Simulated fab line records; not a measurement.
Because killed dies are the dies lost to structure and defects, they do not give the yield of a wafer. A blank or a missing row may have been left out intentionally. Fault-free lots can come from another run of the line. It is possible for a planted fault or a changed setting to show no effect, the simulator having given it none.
fab line records + flow n5_finfet
record:
- lots: 10
- wafers: 27
- last_day: 19
route steps=1938 shown BEOL_M2@917 BEOL_M3@931 BEOL_M4@1111 PASSIVATION@1936
lots that met no fault: taken from a fault-free run of the same line
start_h: hours from the record's opening day to when the first of the lot's shown wafers began + wait_h: hours from the lot's prior step to this one + " identical to the entry in the row above + L1.1+2: a row that stands for several wafers + - no value present, or no start provided + * or withheld: withheld + < > ~ a bound
route shown NAME@n: names a module that has steps shown in the file, with the first one's number in the route + usual: mean/standard deviation taken from wafers without a fault + same: alike in all rows + chamber/n: place in a boat + sites: the reading at each site + _std_site: the values' standard deviation + _edge_site: outer sites' mean less inner sites' + radius_mm: for every site, how far away it sits from the centre of the wafer + mask NAME#n: copy n + behind: the tool/chamber that last shaped the wafer + hold: why the lot went on hold/how many hours it stayed there/how the hold came to an end + device: names the non-switching transistor (n, p or np) + end of line: the tests these same wafers got at the end of their route + step lacking rows: just its recipe + killed: dies that structure and defects cost at the first sort, which is not the same as the wafer's yield + map: shows each die of a wafer: x if killed, . if not, _ if none is there
set.NAME: the setting that was run; set.NAME@STEP: the one run at that earlier step + model.NAME: the simulator's own value behind a step, which no gauge read
steps of the route over a sample of lots; a table a step, a row a wafer
services: from which hour (start_h, from the record's first day; less than 0 if before it) a tool's chamber was out of use, for how many hours, and why
== steps ==
step: N5_BEOL_M2_ANNEAL_93
recipe:
- temp_c: 400
- time_s: 240
- ambient: vacuum
usual:
- heater_power_w: 827/84
- susceptor_temp_C: 400.01/0.22
| lot.wafer | tool           | chamber | start_h | wait_h | heater_power_w | susceptor_temp_C |
|-----------|----------------|---------|---------|--------|----------------|------------------|
| L241.1    | pvd_sputter-02 | -       | 149.84  | 0.0    | 938            | 399.95           |
| L241.5    | "              | -       | "       | "      | 834            | 400.24           |
| L241.6    | "              | -       | "       | "      | 726            | 400.19           |
| L243.4    | pvd_sputter-02 | -       | 170.34  | 0.0    | 841            | 399.88           |
| L243.5    | "              | -       | "       | "      | 734            | 399.86           |
| L243.6    | "              | -       | "       | "      | 870            | 400.01           |
| L246.1    | pvd_sputter-02 | -       | 172.18  | 0.0    | 869            | 400.14           |
| L246.3    | "              | -       | "       | "      | 967            | 399.90           |
| L246.4    | "              | -       | "       | "      | 738            | 400.00           |
| L245.4    | pvd_sputter-01 | -       | 172.26  | 0.1    | 806            | 400.34           |
| L245.5    | "              | -       | "       | "      | 898            | 400.07           |
| L245.6    | "              | -       | "       | "      | 767            | 400.06           |
| L244.1    | pvd_sputter-03 | -       | 176.34  | 0.0    | 818            | 399.77           |
| L244.3    | "              | -       | "       | "      | 860            | 399.81           |
| L244.6    | "              | -       | "       | "      | 791            | 399.96           |
| L249.2    | pvd_sputter-01 | -       | 200.11  | 0.1    | 768            | 400.31           |
| L249.3    | "              | -       | "       | "      | 902            | 400.21           |
| L249.6    | "              | -       | "       | "      | 1077           | 400.08           |
| L257.2    | pvd_sputter-03 | -       | 249.39  | 0.0    | 799            | 399.61           |
| L257.6    | "              | -       | "       | "      | 795            | 399.70           |
| L256.2    | pvd_sputter-01 | -       | 250.19  | 0.0    | 774            | 400.05           |
| L256.3    | "              | -       | "       | "      | 1039           | 399.94           |
| L256.6    | "              | -       | "       | "      | 762            | 400.12           |
| L259.2    | pvd_sputter-01 | -       | 261.86  | 0.0    | 1054           | 400.02           |
| L259.6    | "              | -       | "       | "      | 1048           | 399.91           |
| L264.4    | pvd_sputter-02 | -       | 292.21  | 0.0    | 736            | 399.99           |
| L264.5    | "              | -       | "       | "      | 730            | 399.71           |
step: N5_BEOL_M2_ANNEAL_51
recipe:
- temp_c: 225
- time_s: 90
- ambient: N2
usual:
- wafer_temp_C_max: 226.2/0.56
| lot.wafer | tool          | chamber | start_h | wait_h | wafer_temp_C_max |
|-----------|---------------|---------|---------|--------|------------------|
| L241.1    | rtp_anneal-01 | 0       | 150.39  | 0.1    | 225.5            |
| L241.5    | "             | 0       | "       | "      | 225.2            |
| L241.6    | "             | 0       | "       | "      | 225.9            |
| L243.4    | rtp_anneal-01 | 0       | 171.18  | 0.3    | 225.8            |
| L243.5    | "             | 0       | "       | "      | 225.7            |
| L243.6    | "             | 0       | "       | "      | 225.7            |
| L246.1    | rtp_anneal-02 | 0       | 173.08  | 0.4    | 226.5            |
| L246.3    | "             | 0       | "       | "      | 226.3            |
| L246.4    | "             | 0       | "       | "      | 226.6            |
| L245.4    | rtp_anneal-01 | 0       | 173.35  | 0.6    | 225.8            |
| L245.5    | "             | 0       | "       | "      | 225.7            |
| L245.6    | "             | 0       | "       | "      | 225.8            |
| L244.1    | rtp_anneal-02 | 0       | 176.90  | 0.1    | 226.8            |
| L244.3    | "             | 0       | "       | "      | 226.6            |
| L244.6    | "             | 0       | "       | "      | 226.3            |
| L249.2    | rtp_anneal-02 | 0       | 200.82  | 0.1    | 227.2            |
| L249.3    | "             | 0       | "       | "      | 227.2            |
| L249.6    | "             | 0       | "       | "      | 226.8            |
| L257.2    | rtp_anneal-02 | 0       | 249.99  | 0.1    | 227.0            |
| L257.6    | "             | 0       | "       | "      | 227.1            |
| L256.2    | rtp_anneal-02 | 0       | 250.89  | 0.2    | 227.1            |
| L256.3    | "             | 0       | "       | "      | 227.4            |
| L256.6    | "             | 0       | "       | "      | 226.3            |
| L259.2    | rtp_anneal-02 | 0       | 262.52  | 0.1    | 226.4            |
| L259.6    | "             | 0       | "       | "      | 226.9            |
| L264.4    | rtp_anneal-02 | 0       | 292.91  | 0.2    | 226.3            |
| L264.5    | "             | 0       | "       | "      | 225.9            |
step: N5_BEOL_M3_ILD_DEP_00
recipe:
- material: SiOC
- target_thk_a: 790
- temp_c: 350
- precursor: DEMS/O2
- pressure_torr: 5
- rf_w: 500
- time_s: 15.3
usual:
- heater_power_w: 475/73
- showerhead_plenum_p_Torr: 5.700/0.015
- susceptor_temp_C: 350.02/0.21
- throttle_valve_pct: 12.1/0.65
| lot.wafer | tool     | chamber | start_h | wait_h | heater_power_w | showerhead_plenum_p_Torr | susceptor_temp_C | throttle_valve_pct |
|-----------|----------|---------|---------|--------|----------------|--------------------------|------------------|--------------------|
| L241.1    | pecvd-02 | 2       | 151.31  | 0.0    | 468            | 5.713                    | 349.89           | 11.6               |
| L241.5    | "        | 2       | "       | "      | 479            | 5.724                    | 350.31           | 11.6               |
| L241.6    | "        | 0       | "       | "      | 445            | 5.710                    | 350.03           | 11.7               |
| L243.4    | pecvd-04 | 0       | 171.98  | 0.1    | 460            | 5.684                    | 349.88           | 12.8               |
| L243.5    | "        | 1       | "       | "      | 415            | 5.697                    | 349.84           | 12.8               |
| L243.6    | "        | 2       | "       | "      | 452            | 5.695                    | 350.17           | 11.1               |
| L246.1    | pecvd-04 | 1       | 173.99  | 0.0    | 409            | 5.705                    | 350.09           | 13.1               |
| L246.3    | "        | 0       | "       | "      | 550            | 5.689                    | 350.14           | 12.7               |
| L246.4    | "        | 0       | "       | "      | 536            | 5.696                    | 350.02           | 12.7               |
| L245.4    | pecvd-02 | 2       | 174.21  | 0.1    | 513            | 5.726                    | 349.73           | 11.8               |
| L245.5    | "        | 0       | "       | "      | 487            | 5.698                    | 349.91           | 11.6               |
| L245.6    | "        | 1       | "       | "      | 611            | 5.697                    | 349.87           | 11.9               |
| L244.1    | pecvd-01 | 2       | 177.81  | 0.0    | 582            | 5.664                    | 350.17           | 11.6               |
| L244.3    | "        | 0       | "       | "      | 488            | 5.686                    | 349.79           | 12.0               |
| L244.6    | "        | 0       | "       | "      | 502            | 5.681                    | 349.69           | 11.8               |
| L249.2    | pecvd-02 | 0       | 201.69  | 0.0    | 404            | 5.682                    | 350.08           | 11.2               |
| L249.3    | "        | 2       | "       | "      | 503            | 5.711                    | 350.00           | 12.1               |
| L249.6    | "        | 2       | "       | "      | 495            | 5.709                    | 350.16           | 11.9               |
| L257.2    | pecvd-02 | 0       | 250.86  | 0.0    | 445            | 5.722                    | 349.95           | 11.5               |
| L257.6    | "        | 0       | "       | "      | 454            | 5.705                    | 349.99           | 11.4               |
| L256.2    | pecvd-02 | 2       | 251.78  | 0.0    | 465            | 5.716                    | 350.01           | 11.9               |
| L256.3    | "        | 0       | "       | "      | 452            | 5.702                    | 350.20           | 11.5               |
| L256.6    | "        | 1       | "       | "      | 629            | 5.701                    | 350.15           | 12.0               |
| L259.2    | pecvd-02 | 0       | 263.39  | 0.0    | 463            | 5.702                    | 349.81           | 11.6               |
| L259.6    | "        | 2       | "       | "      | 524            | 5.729                    | 350.25           | 11.8               |
| L264.4    | pecvd-01 | 0       | 293.71  | 0.1    | 471            | 5.682                    | 349.76           | 11.9               |
| L264.5    | "        | 2       | "       | "      | 512            | 5.669                    | 350.15           | 11.9               |
step: N5_BEOL_M3_THK_MEAS_01
recipe:
- reads: SiOC_of_BEOL_M3_ILD_DEP_00
usual:
- M3_ILD_THK: 78.7/1.1
| lot.wafer | tool          | chamber | start_h | wait_h | M3_ILD_THK[nm] |
|-----------|---------------|---------|---------|--------|----------------|
| L241.1    | film_metro-02 | -       | 151.38  | 0.0    | 79.4           |
| L241.5    | "             | -       | "       | "      | 80.9           |
| L241.6    | "             | -       | "       | "      | 79.3           |
| L243.4    | film_metro-02 | -       | 172.03  | 0.0    | 78.8           |
| L243.5    | "             | -       | "       | "      | 79.8           |
| L243.6    | "             | -       | "       | "      | 78.1           |
| L246.1    | film_metro-01 | -       | 174.06  | 0.0    | 79.4           |
| L246.3    | "             | -       | "       | "      | 77.5           |
| L246.4    | "             | -       | "       | "      | 79.3           |
| L245.4    | film_metro-01 | -       | 174.26  | 0.0    | 81.0           |
| L245.5    | "             | -       | "       | "      | 78.8           |
| L245.6    | "             | -       | "       | "      | 78.5           |
| L244.1    | film_metro-02 | -       | 177.88  | 0.0    | 77.8           |
| L244.3    | "             | -       | "       | "      | 77.1           |
| L244.6    | "             | -       | "       | "      | 78.9           |
| L249.2    | film_metro-02 | -       | 201.76  | 0.1    | 76.8           |
| L249.3    | "             | -       | "       | "      | 78.6           |
| L249.6    | "             | -       | "       | "      | 80.3           |
| L257.2    | film_metro-01 | -       | 250.93  | 0.1    | 78.8           |
| L257.6    | "             | -       | "       | "      | 102.9          |
| L256.2    | film_metro-01 | -       | 251.84  | 0.1    | 79.1           |
| L256.3    | "             | -       | "       | "      | 100.0          |
| L256.6    | "             | -       | "       | "      | 101.7          |
| L259.2    | film_metro-02 | -       | 263.46  | 0.1    | 76.7           |
| L259.6    | "             | -       | "       | "      | 102.7          |
| L264.4    | film_metro-02 | -       | 293.77  | 0.0    | 78.1           |
| L264.5    | "             | -       | "       | "      | 79.3           |
step: N5_BEOL_M3_PECVD_72
recipe:
- material: SiO2
- target_thk_a: 160
- temp_c: 400
- precursor: TEOS/O2
- pressure_torr: 5.5
- rf_w: 450
- teos_flow_sccm: 53.8
- gas: O2
- flow_sccm: 3000
- time_s: 18
usual:
- heater_power_w: 702/94
- showerhead_plenum_p_Torr: 8.77/0.082
- susceptor_temp_C: 400.01/0.23
- throttle_valve_pct: 22.8/1.2
| lot.wafer | tool     | chamber | start_h | wait_h | heater_power_w | showerhead_plenum_p_Torr | susceptor_temp_C | throttle_valve_pct |
|-----------|----------|---------|---------|--------|----------------|--------------------------|------------------|--------------------|
| L241.1    | pecvd-04 | 2       | 151.42  | 0.0    | 647            | 8.81                     | 399.87           | 21.1               |
| L241.5    | "        | 2       | "       | "      | 644            | 8.80                     | 399.64           | 21.1               |
| L241.6    | "        | 0       | "       | "      | 739            | 8.76                     | 400.33           | 23.8               |
| L243.4    | pecvd-02 | 2       | 172.08  | 0.1    | 756            | 8.91                     | 399.96           | 22.0               |
| L243.5    | "        | 1       | "       | "      | 878            | 8.83                     | 399.93           | 22.7               |
| L243.6    | "        | 0       | "       | "      | 724            | 8.84                     | 400.04           | 21.8               |
| L246.1    | pecvd-04 | 0       | 174.10  | 0.0    | 821            | 8.78                     | 399.82           | 23.5               |
| L246.3    | "        | 2       | "       | "      | 678            | 8.80                     | 400.21           | 21.5               |
| L246.4    | "        | 0       | "       | "      | 824            | 8.76                     | 399.91           | 23.8               |
| L245.4    | pecvd-04 | 0       | 174.32  | 0.1    | 800            | 8.78                     | 400.17           | 24.0               |
| L245.5    | "        | 1       | "       | "      | 602            | 8.79                     | 400.13           | 24.6               |
| L245.6    | "        | 2       | "       | "      | 702            | 8.81                     | 400.12           | 20.9               |
| L244.1    | pecvd-04 | 1       | 177.92  | 0.0    | 652            | 8.79                     | 399.93           | 24.1               |
| L244.3    | "        | 0       | "       | "      | 773            | 8.76                     | 399.72           | 23.9               |
| L244.6    | "        | 0       | "       | "      | 761            | 8.79                     | 399.96           | 24.0               |
| L249.2    | pecvd-01 | 1       | 201.80  | 0.0    | 593            | 8.79                     | 400.00           | 24.5               |
| L249.3    | "        | 2       | "       | "      | 724            | 8.61                     | 400.15           | 21.7               |
| L249.6    | "        | 0       | "       | "      | 739            | 8.71                     | 399.77           | 22.9               |
| L257.2    | pecvd-01 | 2       | 250.96  | 0.0    | 751            | 8.61                     | 400.09           | 21.9               |
| L257.6    | "        | 2       | "       | "      | 772            | 8.62                     | 400.11           | 21.6               |
| L256.2    | pecvd-01 | 0       | 251.88  | 0.0    | 621            | 8.73                     | 400.25           | 22.7               |
| L256.3    | "        | 0       | "       | "      | 616            | 8.74                     | 400.21           | 22.7               |
| L256.6    | "        | 2       | "       | "      | 799            | 8.61                     | 400.12           | 21.9               |
| L259.2    | pecvd-04 | 1       | 263.49  | 0.0    | 567            | 8.80                     | 400.36           | 24.7               |
| L259.6    | "        | 0       | "       | "      | 663            | 8.77                     | 399.91           | 23.8               |
| L264.4    | pecvd-04 | 2       | 293.82  | 0.1    | 646            | 8.83                     | 400.02           | 21.5               |
| L264.5    | "        | 1       | "       | "      | 568            | 8.81                     | 400.00           | 24.4               |
step: N5_BEOL_M4_RC_MEAS_101
usual:
- CHAIN_V2: 227/13
- CHAIN_V2_max_site: 235/14
- DIBL_N: 36.5/2.2
- DIBL_P: 36.9/2.9
- IOFF_N: 0.17/0.044
- IOFF_P: 0.22/0.052
- ION_N: 671/16
- ION_P: 461/10
- SS_N: 71.6/0.73
- SS_P: 73.5/0.79
- VT_N: 250/4.1
- VT_P: -250/4.1
| lot.wafer | tool      | chamber | start_h | wait_h | CHAIN_V2[ohm/link] | CHAIN_V2_max_site[ohm/link] | DIBL_N[mV/V] | DIBL_P[mV/V] | IOFF_N[nA/um] | IOFF_P[nA/um] | ION_N[uA/um] | ION_P[uA/um] | SS_N[mV/dec] | SS_P[mV/dec] | VT_N[mV] | VT_P[mV] |
|-----------|-----------|---------|---------|--------|--------------------|-----------------------------|--------------|--------------|---------------|---------------|--------------|--------------|--------------|--------------|----------|----------|
| L241.1    | prober-01 | 0       | 178.63  | 0.0    | 224                | 231                         | 34.2         | 34.7         | 0.12          | 0.16          | 667          | 455          | 70.9         | 72.1         | 253      | -255     |
| L241.5    | "         | 0       | "       | "      | 235                | 243                         | 35.1         | 37.1         | 0.13          | 0.19          | 674          | 463          | 71.0         | 72.9         | 252      | -254     |
| L241.6    | "         | 0       | "       | "      | 229                | 240                         | 32.4         | 30.0         | 0.09          | 0.10          | 647          | 440          | 70.4         | 71.1         | 260      | -262     |
| L243.4    | prober-01 | 0       | 203.46  | 0.5    | 226                | 228                         | 34.2         | 34.5         | 0.11          | 0.18          | 655          | 451          | 71.1         | 72.1         | 258      | -254     |
| L243.5    | "         | 0       | "       | "      | 220                | 229                         | 37.0         | 38.1         | 0.16          | 0.22          | 655          | 448          | 72.2         | 73.3         | 250      | -252     |
| L243.6    | "         | 0       | "       | "      | 225                | 239                         | 35.7         | 37.1         | 0.13          | 0.21          | 668          | 463          | 71.2         | 72.9         | 252      | -251     |
| L244.1    | prober-01 | 0       | 207.00  | 0.0    | 236                | 242                         | 37.2         | 35.2         | 0.16          | 0.19          | 653          | 439          | 72.2         | 72.8         | 253      | -253     |
| L244.3    | "         | 0       | "       | "      | 235                | 243                         | 35.6         | 36.2         | 0.14          | 0.22          | 658          | 462          | 71.2         | 72.7         | 254      | -250     |
| L244.6    | "         | 0       | "       | "      | 240                | 250                         | 36.1         | 35.9         | 0.15          | 0.22          | 670          | 457          | 71.4         | 73.2         | 253      | -251     |
| L246.1    | prober-02 | 0       | 207.74  | 0.0    | 231                | 238                         | 36.2         | 37.7         | 0.19          | 0.27          | 680          | 476          | 71.6         | 73.3         | 245      | -245     |
| L246.3    | "         | 0       | "       | "      | 219                | 226                         | 35.3         | 36.1         | 0.17          | 0.24          | 671          | 462          | 70.7         | 73.0         | 249      | -247     |
| L246.4    | "         | 0       | "       | "      | 242                | 249                         | 36.0         | 37.1         | 0.16          | 0.24          | 668          | 467          | 71.7         | 74.0         | 251      | -249     |
| L245.4    | prober-02 | 0       | 209.55  | 0.5    | 241                | 243                         | 35.4         | 33.8         | 0.14          | 0.16          | 645          | 443          | 71.9         | 72.2         | 251      | -253     |
| L245.5    | "         | 0       | "       | "      | 234                | 246                         | 36.6         | 36.8         | 0.15          | 0.21          | 653          | 449          | 72.1         | 73.5         | 252      | -249     |
| L245.6    | "         | 0       | "       | "      | 248                | 257                         | 31.5         | 31.6         | 0.09          | 0.14          | 640          | 446          | 70.9         | 71.8         | 257      | -253     |
| L249.2    | prober-01 | 0       | 242.80  | 0.2    | 224                | 226                         | 35.8         | 35.2         | 0.14          | 0.19          | 670          | 454          | 71.9         | 73.4         | 253      | -253     |
| L249.3    | "         | 0       | "       | "      | 245                | 251                         | 37.1         | 38.6         | 0.16          | 0.24          | 652          | 453          | 72.5         | 73.8         | 248      | -250     |
| L249.6    | "         | 0       | "       | "      | 236                | 252                         | 34.8         | 32.0         | 0.13          | 0.14          | 638          | 436          | 72.4         | 72.6         | 258      | -258     |
| L257.2    | prober-02 | 0       | 287.13  | 0.2    | 215                | 223                         | 38.3         | 38.7         | 0.21          | 0.26          | 685          | 468          | 72.3         | 74.0         | 244      | -249     |
| L257.6    | "         | 0       | "       | "      | -                  | -                           | 37.2         | 37.2         | 0.20          | 0.24          | 688          | 465          | 71.7         | 73.9         | 246      | -249     |
| L256.2    | prober-01 | 0       | 291.34  | 0.4    | 224                | 230                         | 38.2         | 39.8         | 0.20          | 0.26          | 690          | 471          | 72.4         | 74.4         | 245      | -245     |
| L256.3    | "         | 0       | "       | "      | -                  | -                           | 38.2         | 39.8         | 0.20          | 0.25          | 684          | 468          | 72.4         | 73.7         | 249      | -249     |
| L256.6    | "         | 0       | "       | "      | -                  | -                           | 37.2         | 38.8         | 0.19          | 0.24          | 687          | 463          | 72.5         | 73.9         | 245      | -248     |
| L259.2    | prober-01 | 0       | 297.22  | 0.2    | 206                | 213                         | 32.5         | 32.7         | 0.11          | 0.14          | 658          | 455          | 69.8         | 71.9         | 252      | -255     |
| L259.6    | "         | 0       | "       | "      | -                  | -                           | 35.3         | 35.7         | 0.14          | 0.18          | 657          | 453          | 70.3         | 73.5         | 251      | -253     |
| L264.4    | prober-01 | 0       | 340.80  | 0.5    | 259                | 265                         | 40.2         | 42.9         | 0.23          | 0.29          | 669          | 456          | 72.3         | 74.7         | 248      | -247     |
| L264.5    | "         | 0       | "       | "      | 256                | 261                         | 42.3         | 44.0         | 0.28          | 0.33          | 702          | 471          | 73.4         | 75.0         | 242      | -243     |
sites CHAIN_V2 radius_mm=0,75,75,75,75,140,140,140,140
L241.1 214 228 224 223 224 226 218 223 231
L243.4 210 224 226 218 227 218 228 228 227
L244.1 235 241 234 235 238 236 236 229 242
L246.1 231 237 238 231 237 224 218 221 229
L245.4 232 242 241 243 234 241 237 234 242
L249.2 224 225 225 226 222 222 217 225 221
L257.2 215 210 222 223 213 207 221 217 213
L256.2 224 221 230 227 224 220 217 219 229
L259.2 205 206 208 206 205 206 213 209 205
L264.4 265 259 263 256 264 249 251 233 261
step: N5_PASSIVATION_PROBE_49
usual:
- defect_limited_yield: 91.3/1.4
- killed_at_M0_to_M3: 36/10
- killed_at_M4_up: 13/5.4
- killed_at_contacts: 12/5.3
- killed_at_front_end: 39/10
- killed_at_other: 3.2/2.7
- killed_dies: 103/16
- killed_open: 68/13
- killed_short: 33/6.6
- sort_bin_4_leakage: 0.01/0.031
- sort_bin_5_function: 5.1/0.92
- sort_bin_6_memory: 3.3/0.68
- sort_bin_8_speed: 0.1/0.41
- sort_n_pass: 1077/17
- sort_yield_pct: 91.2/1.4
same:
- gross_dies: 1180
- killed_at_back_side: 0
| lot.wafer | tool      | chamber | start_h | wait_h | defect_limited_yield[%] | killed_at_M0_to_M3 | killed_at_M4_up | killed_at_contacts | killed_at_front_end | killed_at_other | killed_dies | killed_open | killed_short | sort_bin_4_leakage[%] | sort_bin_5_function[%] | sort_bin_6_memory[%] | sort_bin_8_speed[%] | sort_n_pass | sort_yield_pct[%] |
|-----------|-----------|---------|---------|--------|-------------------------|--------------------|-----------------|--------------------|---------------------|-----------------|-------------|-------------|--------------|-----------------------|------------------------|----------------------|---------------------|-------------|-------------------|
| L257.2    | prober-02 | -       | 395.73  | 0.4    | 93.4                    | 27                 | 9               | 7                  | 35                  | 0               | 78          | 53          | 21           | 0                     | 4.0                    | 2.4                  | 0                   | 1102        | 93.4              |
| L257.6    | prober-02 | -       | 395.93  | 0.6    | 80.6                    | 180                | 11              | 8                  | 30                  | 0               | 229         | 49          | 17           | 0                     | 16.6                   | 2.7                  | 0                   | 951         | 80.6              |
| L256.2    | prober-01 | -       | 412.06  | 0.1    | 91.4                    | 29                 | 14              | 8                  | 44                  | 7               | 102         | 61          | 30           | 0                     | 4.2                    | 3.1                  | 0                   | 1078        | 91.4              |
| L256.3    | prober-01 | -       | 412.11  | 0.1    | 77.1                    | 194                | 13              | 11                 | 48                  | 4               | 270         | 94          | 30           | 0                     | 18.1                   | 4.4                  | 0                   | 910         | 77.1              |
| L256.6    | prober-01 | -       | 412.26  | 0.3    | 77.5                    | 165                | 12              | 10                 | 72                  | 6               | 265         | 69          | 51           | 0                     | 17.9                   | 3.2                  | 0                   | 915         | 77.5              |
| L259.2    | prober-01 | -       | 417.00  | 0.1    | 91.5                    | 47                 | 1               | 10                 | 40                  | 2               | 100         | 75          | 21           | 0                     | 5.2                    | 3.2                  | 0                   | 1080        | 91.5              |
| L259.6    | prober-01 | -       | 417.20  | 0.3    | 76.7                    | 192                | 11              | 19                 | 51                  | 2               | 275         | 95          | 32           | 0                     | 19.2                   | 3.6                  | 0                   | 905         | 76.7              |
killed by level:class
L257.2 BEOL_M3:geometric_particle:open=10 MOL_CONTACT_COAG:geometric_particle:open=7 BEOL_M1:geometric_particle:open=7 ILD0:geometric_particle:short=6 FIN_SAQP:geometric_particle:open=5 STI_FIN_REVEAL:geometric_particle:short=4 DUMMY_GATE:geometric_particle:open=4 ILD0:geometric_particle:open=4
L257.6 BEOL_M3:area_dep=161 BEOL_M1:geometric_particle:open=10 MOL_CONTACT_COAG:geometric_particle:open=8 FIN_SAQP:geometric_particle:short=6 FIN_SAQP:geometric_particle:open=4 DUMMY_GATE:geometric_particle:open=4 BEOL_M4:geometric_particle:open=4 BEOL_M3:geometric_particle:open=3
L256.2 HKMG_FIN:area_etch=11 BEOL_M1:geometric_particle:open=8 FIN_SAQP:geometric_particle:open=7 MOL_CONTACT_COAG:geometric_particle:open=6 FIN_SAQP:geometric_particle:short=5 BEOL_M0:geometric_particle:open=5 BEOL_M4:geometric_particle:open=4 PASS1_CAP:geometric_particle:open=4
L256.3 BEOL_M3:area_dep=143 BEOL_M2:geometric_particle:open=19 BEOL_M3:geometric_particle:open=11 DUMMY_GATE:geometric_particle:open=8 MOL_CONTACT_COAG:geometric_particle:open=8 STI_FIN_REVEAL:geometric_particle:open=7 GATE_CUT:geometric_particle:open=7 FIN_SAQP:geometric_particle:short=6
L256.6 BEOL_M3:area_dep=133 STI_FIN_REVEAL:geometric_particle:open=15 HKMG_FIN:area_etch=11 BEOL_M3:geometric_particle:short=9 FIN_SAQP:geometric_particle:short=8 FIN_SAQP:geometric_particle:open=7 DUMMY_GATE:geometric_particle:open=7 MOL_CONTACT_COAG:geometric_particle:open=7
L259.2 BEOL_M3:geometric_particle:open=24 FIN_SAQP:geometric_particle:open=14 MOL_CONTACT_COAG:geometric_particle:open=9 FIN_SAQP:geometric_particle:short=5 DUMMY_GATE:geometric_particle:open=5 BEOL_M0_SAQP:geometric_particle:open=5 BEOL_M3:geometric_particle:short=5 BEOL_M0_SAQP:geometric_particle:short=4
L259.6 BEOL_M3:area_dep=141 MOL_CONTACT_COAG:geometric_particle:open=17 FIN_SAQP:geometric_particle:open=15 STI_FIN_REVEAL:geometric_particle:open=12 BEOL_M2:geometric_particle:open=12 BEOL_M0_SAQP:geometric_particle:short=9 BEOL_M3:geometric_particle:open=8 BEOL_M0_SAQP:geometric_particle:open=6
== services ==
| tool           | chamber | start_h | hours | kind           |
|----------------|---------|---------|-------|----------------|
| pecvd-04       | -       | 125.96  | 1.0   | repair         |
| pvd_sputter-02 | -       | 146.23  | 1.1   | repair         |
| pecvd-01       | 0       | 166.11  | 2.1   | scheduled_down |
| pecvd-02       | 2       | 203.28  | 2.1   | scheduled_down |
| pecvd-02       | 0       | 204.42  | 9.0   | repair         |
| pecvd-04       | 2       | 215.90  | 3.4   | repair         |
| pecvd-04       | 2       | 228.99  | 4.0   | repair         |
| pecvd-02       | 1       | 230.84  | 14.9  | repair         |
| pecvd-01       | 1       | 233.56  | 22.8  | repair         |
== key ==
first_sign:
- step: N5_BEOL_M3_THK_MEAS_01
- reading: M3_ILD_THK
- direction: up
- sigmas: 20
- usual: 78.7
- struck: 101.8
effect:
- step: N5_BEOL_M4_RC_MEAS_101
- reading: CHAIN_V2
- direction: missing
effect:
- step: N5_BEOL_M4_RC_MEAS_101
- reading: CHAIN_V2_max_site
- direction: missing
effect:
- step: N5_PASSIVATION_PROBE_49
- reading: killed_at_M0_to_M3
- direction: up
- sigmas: 14
- usual: 36
- struck: 183
more_kills_born_at:
- N5_BEOL_M3_ILD_DEP_00@pecvd-02: 578
met_at N5_BEOL_M3_ILD_DEP_00
struck_lots L256,L257,L259
struck_wafers L256.3,L256.6,L257.6,L259.6
baseline_loss:
- step: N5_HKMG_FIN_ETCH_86
- wafers: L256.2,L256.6
not_acting_at N5_BEOL_M2_ANNEAL_93,N5_BEOL_M2_ANNEAL_51,N5_BEOL_M3_PECVD_72
onset_between 201.69 250.86
fault:
- kind: process_parameter_drift
- tool: pecvd-02
- chamber: -
- onset_h: 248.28
- steps: N5_BEOL_M3_ILD_DEP_00
- channel: time_s
- offset: *
- shape: step
- end_h: 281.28
- scope: struck_wafers_only
- acts_in: *
- stated: *
baseline_loss: these wafers lose ten dies or more at that step, a loss of the line's own and not of a fault; the sort's usual values leave them out
